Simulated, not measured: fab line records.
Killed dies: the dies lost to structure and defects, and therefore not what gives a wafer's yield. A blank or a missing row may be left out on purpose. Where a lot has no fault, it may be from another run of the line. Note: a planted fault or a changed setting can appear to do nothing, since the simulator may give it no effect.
Matching of chambers :: flow nand harc :: cmp-02 running NHARC_THIN_TSV_CMP_01: 4 sister chambers
The step polishes. 14 wafers are shown with their chamber, then 7 later ones without.

## EACH WAFER AND ITS CHAMBER
wafer: L563.1
chamber: 3
motor current A (A): 12.1

wafer: L563.2
chamber: 2
motor current A (A): 12.4

wafer: L563.5
chamber: 2
motor current A (A): 12.3

wafer: L568.1
chamber: 2
motor current A (A): 11.9

wafer: L568.4
chamber: 1
motor current A (A): 14.3

wafer: L568.6
chamber: 0
motor current A (A): 12.4

wafer: L566.1
chamber: 1
motor current A (A): 13.8

wafer: L566.3
chamber: 3
motor current A (A): 12.6

wafer: L566.6
chamber: 2
motor current A (A): 12.3

wafer: L573.1
chamber: 2
motor current A (A): 12.7

wafer: L573.4
chamber: 1
motor current A (A): 13.5

wafer: L573.6
chamber: 3
motor current A (A): 12.3

wafer: L572.2
chamber: 1
motor current A (A): 14.1

wafer: L572.3
chamber: 0
motor current A (A): 12.2

SIGNATURES, as means of the wafers listed above
reading: motor current A
chamber 0: 12.300
chamber 1: 13.925
chamber 2: 12.320
chamber 3: 12.333
scatter within a chamber: 0.29
Rule: a wafer lies at a distance from a chamber equal to the root of the sum of squares, over the readings, of (its reading less the chamber's mean, divided by the reading's scatter). The wafer belongs to the nearest chamber; if the next one is less than 2 further off, it can't be placed. The scatter: take each reading less its chamber's mean, square it, sum over the shown wafers, divide by the number of wafers less the number of chambers, and take the root.

## WAFERS WITH NO CHAMBER GIVEN
wafer: L572.5
motor current A (A): 14.1

wafer: L574.2
motor current A (A): 11.7

wafer: L574.3
motor current A (A): 11.5

wafer: L574.6
motor current A (A): 14.6

wafer: L585.3
motor current A (A): 13.9

wafer: L585.5
motor current A (A): 14.1

wafer: L585.6
motor current A (A): 11.5

## THE CHAMBER EACH PASSED THROUGH
wafer: L572.5
from the rows above: 1
in truth: 1

wafer: L574.2
from the rows above: can't be placed: 0 or 2 or 3
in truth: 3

wafer: L574.3
from the rows above: can't be placed: 0 or 2 or 3
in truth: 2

wafer: L574.6
from the rows above: 1
in truth: 1

wafer: L585.3
from the rows above: 1
in truth: 1

wafer: L585.5
from the rows above: 1
in truth: 1

wafer: L585.6
from the rows above: can't be placed: 0 or 2 or 3
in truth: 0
Correct placement for 4 of the 7. Not placeable from these rows: 3 (in 3, the candidates include the true chamber). Number placed wrongly: 0.
